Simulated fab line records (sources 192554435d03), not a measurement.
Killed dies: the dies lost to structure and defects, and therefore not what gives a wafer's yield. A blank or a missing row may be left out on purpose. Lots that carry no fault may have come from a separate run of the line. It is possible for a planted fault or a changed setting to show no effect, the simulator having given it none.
What tool caused it?    flow n5 finfet    12 lots with 36 wafers sampled at 3 steps, on a route of 1938 steps

WHAT THE GAUGES READ, wafer by wafer
N5_SDB_INSPECT_36: inspects for defects (darkfield). Usual: raw defect count 37, standard deviation 15.
lot   measured     on                 raw defect count  flag
L591  day 3 22:28  defect inspect-01  44 42 40          
L592  day 4 06:09  defect inspect-02  28 37 36          
L593  day 4 08:56  defect inspect-02  38 51 32          
L597  day 5 08:42  defect inspect-02  46 52 39          
L599  day 5 21:25  defect inspect-01  20 34 19          
L602  day 7 07:54  defect inspect-02  44 43 31          
L607  day 8 04:47  defect inspect-02  43 48 58          
L610  day 9 06:33  defect inspect-01  27 36 29          
L612  day 9 14:29  defect inspect-01  63 30 33          
L614  day 9 17:56  defect inspect-01  46 46 32          
L611  day 9 20:38  defect inspect-01  14 19 25          
L613  day 9 21:46  defect inspect-01  23 39 29          

N5_HKMG_FIN_OVL_MEAS_50. Usual: for NDIPOLE_OVL the level is 0.0 nm and the standard deviation is 0.63.
lot   measured     on          NDIPOLE_OVL (nm)  flag
L591  day 3 23:55  overlay-02  0.4 0.1 -0.3      
L592  day 4 07:35  overlay-02  0.5 0.7 0.5       
L593  day 4 10:31  overlay-01  -0.3 0.3 -0.2     
L597  day 5 10:16  overlay-02  0.2 0.3 -0.7      
L599  day 5 22:52  overlay-01  -0.3 -0.7 0.2     
L602  day 7 09:28  overlay-01  -0.3 0.9 -0.5     
L607  day 8 06:22  overlay-02  0.6 0.9 1.0       
L610  day 9 08:25  overlay-02  0.3 -0.5 0.5      
L612  day 9 16:16  overlay-01  0.1 0.1 0.3       
L614  day 9 19:38  overlay-02  -1.0 -0.2 -0.6    
L611  day 9 22:30  overlay-02  -0.1 -0.7 1.0     
L613  day 9 23:17  overlay-02  -0.6 0.1 -0.7     

WHAT TOOL EACH LOT RAN ON (gives the tool, then ch and the chambers of the sampled wafers, and finally the start)
lot   N5_HKMG_FIN_HK_ANNEAL_02
L591  rtp anneal-01 ch 0, day 3 23:18
L592  rtp anneal-01 ch 0, day 4 06:57
L593  rtp anneal-02 ch 0, day 4 09:44
L597  rtp anneal-02 ch 0, day 5 09:28
L599  rtp anneal-01 ch 0, day 5 22:16
L602  rtp anneal-02 ch 0, day 7 08:44
L607  rtp anneal-01 ch 0, day 8 05:35
L610  rtp anneal-02 ch 0, day 9 07:40
L612  rtp anneal-01 ch 0, day 9 15:29
L614  rtp anneal-02 ch 0, day 9 18:48
L611  rtp anneal-02 ch 0, day 9 21:32
L613  rtp anneal-01 ch 0, day 9 22:38
- N5_HKMG_FIN_HK_ANNEAL_02: time 30 s.

AS READ BY THE TOOLS THEMSELVES (means over the sampled wafers that have a number; for cases with no such wafer, the mark the record gives instead)
N5_HKMG_FIN_HK_ANNEAL_02. Usual: lamp power pct 8.80 %, standard deviation 0.051; wafer_temp_C_max 703.0, standard deviation 0.7.
lot   tool           lamp power pct (%)  wafer_temp_C_max  flag
L591  rtp anneal-01  8.85                702.8             
L592  rtp anneal-01  8.84                702.8             
L593  rtp anneal-02  8.75                703.0             
L597  rtp anneal-02  8.80                702.6             
L599  rtp anneal-01  8.79                702.8             
L602  rtp anneal-02  8.83                702.9             
L607  rtp anneal-01  8.78                703.3             
L610  rtp anneal-02  8.83                702.4             
L612  rtp anneal-01  8.77                702.7             
L614  rtp anneal-02  8.78                703.5             
L611  rtp anneal-02  8.80                703.6             
L613  rtp anneal-01  8.78                702.8             

THE ANSWER, worked out from the rows above alone
Rule: a lot is off if the mean of its wafers that have a number lies more than 3 standard deviations from the usual mean. Also off: a lot with no number at a reading for which 4 or more lots have one. Where the step has rows for the other lots, those lots are counted as sound. After the gauges, taken in route order, come the tools' own readings; for these a lot's mean is taken, as printed above. At the first step where some lot is off, the reading lying furthest off is the one used; lots without a number count as furthest.
No lot is off on any of the readings shown, so nothing can be concluded from this.

WHAT THE SIMULATOR PUT IN
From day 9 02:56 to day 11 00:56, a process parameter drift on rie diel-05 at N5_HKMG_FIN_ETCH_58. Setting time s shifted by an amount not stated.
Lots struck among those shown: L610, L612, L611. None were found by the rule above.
